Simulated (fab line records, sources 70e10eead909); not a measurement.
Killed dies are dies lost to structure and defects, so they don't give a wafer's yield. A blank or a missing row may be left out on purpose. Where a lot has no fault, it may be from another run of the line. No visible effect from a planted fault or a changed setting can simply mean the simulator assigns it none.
Check for tools in common / flow nand harc / 33 wafers sampled across 11 lots

== WHY IT WAS OPENED ==
Flagged at NHARC_A_ZERO_WELL_INSPECT_17: reading raw defect count, on 2 of 11 lots. Wafers without a fault read 10, standard deviation 5.8.
Rule: a lot is flagged in two cases, either no wafer of it has a number, or all its wafers with numbers fall more than 4 standard deviations from that mean. The other lots count as sound.

lot=L765; measured=day 6 20:38; on=defect inspect-01; raw defect count, wafer by wafer=13 26 17; flag=
lot=L767; measured=day 7 13:48; on=defect inspect-01; raw defect count, wafer by wafer=17 20 13; flag=
lot=L769; measured=day 8 16:40; on=defect inspect-01; raw defect count, wafer by wafer=6 4 7; flag=
lot=L771; measured=day 9 15:26; on=defect inspect-01; raw defect count, wafer by wafer=6 8 4; flag=
lot=L772; measured=day 9 15:40; on=defect inspect-02; raw defect count, wafer by wafer=10 16 10; flag=
lot=L777; measured=day 11 12:58; on=defect inspect-01; raw defect count, wafer by wafer=6 11 10; flag=
lot=L778; measured=day 12 03:50; on=defect inspect-02; raw defect count, wafer by wafer=17 10 20; flag=
lot=L779; measured=day 13 05:52; on=defect inspect-01; raw defect count, wafer by wafer=13 4 9; flag=
lot=L786; measured=day 15 12:01; on=defect inspect-02; raw defect count, wafer by wafer=316 306 322; flag=FLAGGED
lot=L787; measured=day 16 03:14; on=defect inspect-02; raw defect count, wafer by wafer=4 3 5; flag=
lot=L788; measured=day 16 05:52; on=defect inspect-01; raw defect count, wafer by wafer=277 336 291; flag=FLAGGED
Average over the flagged lots: 308; offset from the usual +298, equal to +51 standard deviations.

== EACH LOT AND THE TOOL IT RAN ON ==
2 process steps preceding the reading are held in the record, out of 1302 steps in the route. Cell contents, in order: the tool; ch with the chambers the sampled wafers went through; the start.
lot=L765; flag=; NHARC_A_ZERO_WELL_ETCH_19=rie diel-04 ch 1,2,3, day 6 19:26; NHARC_A_ZERO_WELL_ETCH_13=rie si-03 ch 1,3, day 6 19:33
lot=L767; flag=; NHARC_A_ZERO_WELL_ETCH_19=rie diel-03 ch 1,2,3, day 7 12:36; NHARC_A_ZERO_WELL_ETCH_13=rie si-03 ch 1,2,3, day 7 12:44
lot=L769; flag=; NHARC_A_ZERO_WELL_ETCH_19=rie diel-03 ch 1,2, day 8 15:25; NHARC_A_ZERO_WELL_ETCH_13=rie si-03 ch 0,2, day 8 15:33
lot=L771; flag=; NHARC_A_ZERO_WELL_ETCH_19=rie diel-03 ch 0,3, day 9 14:13; NHARC_A_ZERO_WELL_ETCH_13=rie si-01 ch 1,2,3, day 9 14:22
lot=L772; flag=; NHARC_A_ZERO_WELL_ETCH_19=rie diel-04 ch 1,2,3, day 9 14:28; NHARC_A_ZERO_WELL_ETCH_13=rie si-06 ch 1,2, day 9 14:34
lot=L777; flag=; NHARC_A_ZERO_WELL_ETCH_19=rie diel-03 ch 0,2, day 11 11:46; NHARC_A_ZERO_WELL_ETCH_13=rie si-01 ch 0,1,2, day 11 11:52
lot=L778; flag=; NHARC_A_ZERO_WELL_ETCH_19=rie diel-04 ch 0,2,3, day 12 02:37; NHARC_A_ZERO_WELL_ETCH_13=rie si-03 ch 0,1,2, day 12 02:46
lot=L779; flag=; NHARC_A_ZERO_WELL_ETCH_19=rie diel-04 ch 0,3, day 13 04:39; NHARC_A_ZERO_WELL_ETCH_13=rie si-03 ch 1,2,3, day 13 04:47
lot=L786; flag=FLAGGED; NHARC_A_ZERO_WELL_ETCH_19=rie diel-04 ch 1,3, day 15 10:49; NHARC_A_ZERO_WELL_ETCH_13=rie si-01 ch 1,3, day 15 10:56
lot=L787; flag=; NHARC_A_ZERO_WELL_ETCH_19=rie diel-03 ch 0,1,3, day 16 02:02; NHARC_A_ZERO_WELL_ETCH_13=rie si-03 ch 1,3, day 16 02:08
lot=L788; flag=FLAGGED; NHARC_A_ZERO_WELL_ETCH_19=rie diel-04 ch 2,3, day 16 04:39; NHARC_A_ZERO_WELL_ETCH_13=rie si-06 ch 0,1,3, day 16 04:48
These steps, and what they do:
- NHARC_A_ZERO_WELL_ETCH_19: etches the open film in N2/H2, target depth 80 nm, overetch 24 nm, time 87.88 s.
- NHARC_A_ZERO_WELL_ETCH_13: etches the open film in HBr/Cl2, target depth 120 nm, time 40.1 s.
- NHARC_A_ZERO_WELL_INSPECT_17

== FLAGGED AGAINST TOTAL, ONE TOOL AT A TIME (gauges that did the reading follow at the end) ==
step=NHARC_A_ZERO_WELL_ETCH_19; tool=rie diel-03; lots run=5; flagged=0; share of the flagged lots=none; sound lots run after its first flagged lot=-
step=NHARC_A_ZERO_WELL_ETCH_19; tool=rie diel-04; lots run=6; flagged=2; share of the flagged lots=all; sound lots run after its first flagged lot=0
step=NHARC_A_ZERO_WELL_ETCH_13; tool=rie si-01; lots run=3; flagged=1; share of the flagged lots=some; sound lots run after its first flagged lot=0
step=NHARC_A_ZERO_WELL_ETCH_13; tool=rie si-03; lots run=6; flagged=0; share of the flagged lots=none; sound lots run after its first flagged lot=-
step=NHARC_A_ZERO_WELL_ETCH_13; tool=rie si-06; lots run=2; flagged=1; share of the flagged lots=some; sound lots run after its first flagged lot=0
step=NHARC_A_ZERO_WELL_INSPECT_17; tool=defect inspect-01; lots run=7; flagged=1; share of the flagged lots=some; sound lots run after its first flagged lot=0
step=NHARC_A_ZERO_WELL_INSPECT_17; tool=defect inspect-02; lots run=4; flagged=1; share of the flagged lots=some; sound lots run after its first flagged lot=1 (L787)

== WHAT IS ALLOWED BY THE TABLE ==
1 row of the table ran every flagged lot: rie diel-04 at NHARC_A_ZERO_WELL_ETCH_19.
- rie diel-04 at NHARC_A_ZERO_WELL_ETCH_19 ran 6 lots, 2 of them flagged. A fault beginning between L779 (day 13 04:39), its last sound lot, and L786 (day 15 10:49), its first flagged one, fits the data.
What remains is a single tool, rie diel-04 at NHARC_A_ZERO_WELL_ETCH_19.

== WHAT THE SIMULATOR HAD PUT IN ==
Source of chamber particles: rie diel-04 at NHARC_A_ZERO_WELL_ETCH_19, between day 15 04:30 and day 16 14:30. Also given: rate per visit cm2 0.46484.
Shown lots that were struck: L786, L788. The rule given above showed the same thing.
